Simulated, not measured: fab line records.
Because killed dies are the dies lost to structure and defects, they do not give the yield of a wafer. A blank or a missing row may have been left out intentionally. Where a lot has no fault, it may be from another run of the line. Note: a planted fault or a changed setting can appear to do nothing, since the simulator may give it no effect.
Code-filled problem report in 8D (eight disciplines) form || flow nand-harc || the parts of the form that need people (team, actions taken, sign-off) are left out

## 1. THE ISSUE
At NHARC_END_SORT_01, killed-dies averages 630 over 3 wafers from 2 lots, while fault-free wafers read 58, standard deviation 17. That puts it +34 standard deviations away from the usual mean.
First observed at day 29 15:43: wafer L569.2, on prober-01. The record holds 4 wafers of 2 lots with a number at this step. By rule, "out" or "out of limits" means more than 4 standard deviations away from the usual mean. The other wafers with a number count as sound.

## 2. WHAT IT IS, AND WHAT IT ISN'T
{"question": "which readings at this step", "is": "killed-dies, killed-at-array", "is not": "killed-at-other, killed-at-periphery, killed-open, killed-short"}
{"question": "which lots", "is": "L569, L572", "is not": "-"}
{"question": "which wafers of those lots", "is": "L569.2, L572.2, L572.6", "is not": "L569.5"}
{"question": "read on which gauges", "is": "prober-01", "is not": "-"}
{"question": "when", "is": "from day 29 15:43", "is not": "up to then (0 sound wafers); but 1 sound wafer of L569 came after"}

## 3. THE SUSPECTS, EACH WITH WHAT RULES IT OUT
Counting: a tool at a process step up to the reading stays a suspect if it ran every lot that is out. Sound lots after the first of them don't rule it out here, since some wafers of a struck lot are sound.
- the gauge at NHARC_END_SORT_01: kept. All the wafers that are out were read on prober-01, and no step on other tools shows them out.
- acl-dep-02 at NHARC_A_CONTACT_DEP_84 (deposits aC, target thk 2800 nm): kept. It ran every lot that is out, first L569 (day 27 10:48).
- pecvd-03 at NHARC_THIN_TSV_DEP_47 (deposits SiO2, target thk 200 nm): kept. It ran every lot that is out and that the record shows at this step, first L569 (day 29 01:32). The record shows only 1 of the 2 lots at this step.
- pvd-sputter-01 at NHARC_THIN_TSV_DEGAS_53 (time 60 s): kept. It ran every lot that is out and that the record shows at this step, first L569 (day 29 04:23). The record shows only 1 of the 2 lots at this step.
Left after counting: acl-dep-02 at NHARC_A_CONTACT_DEP_84, pecvd-03 at NHARC_THIN_TSV_DEP_47, pvd-sputter-01 at NHARC_THIN_TSV_DEGAS_53, prober-01 at NHARC_END_SORT_01.

## 4. THE CAUSE (what the simulator had put in)
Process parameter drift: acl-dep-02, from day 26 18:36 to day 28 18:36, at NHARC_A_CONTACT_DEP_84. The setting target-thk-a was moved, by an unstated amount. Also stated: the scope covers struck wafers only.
Of the 4 suspects that counting leaves, this tool is one.

## 5. THE EFFECT CHAIN, in route order
Rows list readings where the struck wafers' mean (over those with a number) sits beyond 3 standard deviations from the usual. Readings are gone through only where the record gives a usual standard deviation; hours: the median, over the lots, of the time from a lot's start at the first step in this table giving one to that lot's start at this step; sigmas: the change measured in usual standard deviations.
{"hours": 0, "step": "NHARC_END_SORT_01", "reading": "killed-at-array", "usual": 54, "on struck wafers": 625, "change": "+571", "sigmas": "+34"}
{"hours": 0, "step": "NHARC_END_SORT_01", "reading": "killed-dies", "usual": 58, "on struck wafers": 630, "change": "+572", "sigmas": "+34"}

## 6. HOW IT WOULD HAVE BEEN CAUGHT EARLIER
Counted from the fault's start at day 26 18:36, it took 69 hours until the first out-of-limits reading at a measuring or inspecting step in this record, taken at day 29 15:43.
No tool reading at NHARC_A_CONTACT_DEP_84 that has a usual standard deviation in the record was out on any struck wafer, so an alarm limit of 4 standard deviations on those readings would not have fired.
All the lots that are out (2) had begun NHARC_A_CONTACT_DEP_84 on acl-dep-02 by day 29 15:43. Tool hold at that time: it would have spared none of them.
